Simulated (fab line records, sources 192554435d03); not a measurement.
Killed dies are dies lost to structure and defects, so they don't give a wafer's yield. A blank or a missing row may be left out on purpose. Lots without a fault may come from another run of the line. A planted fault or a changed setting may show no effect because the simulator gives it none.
One fault seen from 2 desks | flow n5_finfet | each desk has only its own numbers; what lay behind them comes last

THE DEFECT DESK
What the inspections along the route counted, lot by lot: means of the sampled wafers that have a number. A lot is out of limits, marked OUT, if its mean lies more than 4 standard deviations from the usual mean; the brackets give that distance.
Columns: A = raw_defect_count at N5_BEOL_M6_INSPECT_30, usual 417
lot  | first seen here | A
L129 | day 8 19:51     | 377
L131 | day 9 08:19     | 313
L132 | day 9 15:34     | 372
L138 | day 10 20:57    | 595
L148 | day 13 13:35    | 465
L147 | day 13 13:46    | 377
L150 | day 14 09:54    | 513
L149 | day 14 19:06    | 343
L151 | day 14 23:35    | 481
This desk's finding: nothing out of limits on any of the 9 lots.

THE TOOL OWNER'S DESK: rie_metal-03
The tool's own readings at N5_BEOL_M6_HM_OPEN_17 (chemistry Cl2/BCl3, target TiN, target depth 20 nm, overetch 6 nm): means of the sampled wafers that have a number, for each lot that ran on this tool. A lot is out of limits, marked OUT, if its mean lies more than 4 standard deviations from the usual mean; the brackets give that distance.
Columns: A = chamber_pressure_mTorr at N5_BEOL_M6_HM_OPEN_17, usual 10.000 mTorr; B = drypump_motor_current_A at N5_BEOL_M6_HM_OPEN_17, usual 5.7 A; C = oes_product_au at N5_BEOL_M6_HM_OPEN_17, usual 0.70 a.u.; D = throttle_valve_pct at N5_BEOL_M6_HM_OPEN_17, usual 21.98 %
lot  | first seen here | A     | B   | C    | D
L132 | day 9 14:48     | 9.999 | 5.7 | 0.63 | 22.08
L138 | day 10 20:14    | 9.997 | 5.9 | 0.79 | 22.01
L148 | day 13 12:36    | 9.999 | 5.7 | 0.75 | 21.83
L151 | day 14 22:47    | 9.996 | 5.5 | 0.74 | 21.63
This desk's finding: nothing out of limits on any of the 4 lots.

PUT TOGETHER
The defect desk saw nothing out of limits.
The tool owner's desk saw nothing out of limits.

WHAT THE SIMULATOR HAD PUT IN
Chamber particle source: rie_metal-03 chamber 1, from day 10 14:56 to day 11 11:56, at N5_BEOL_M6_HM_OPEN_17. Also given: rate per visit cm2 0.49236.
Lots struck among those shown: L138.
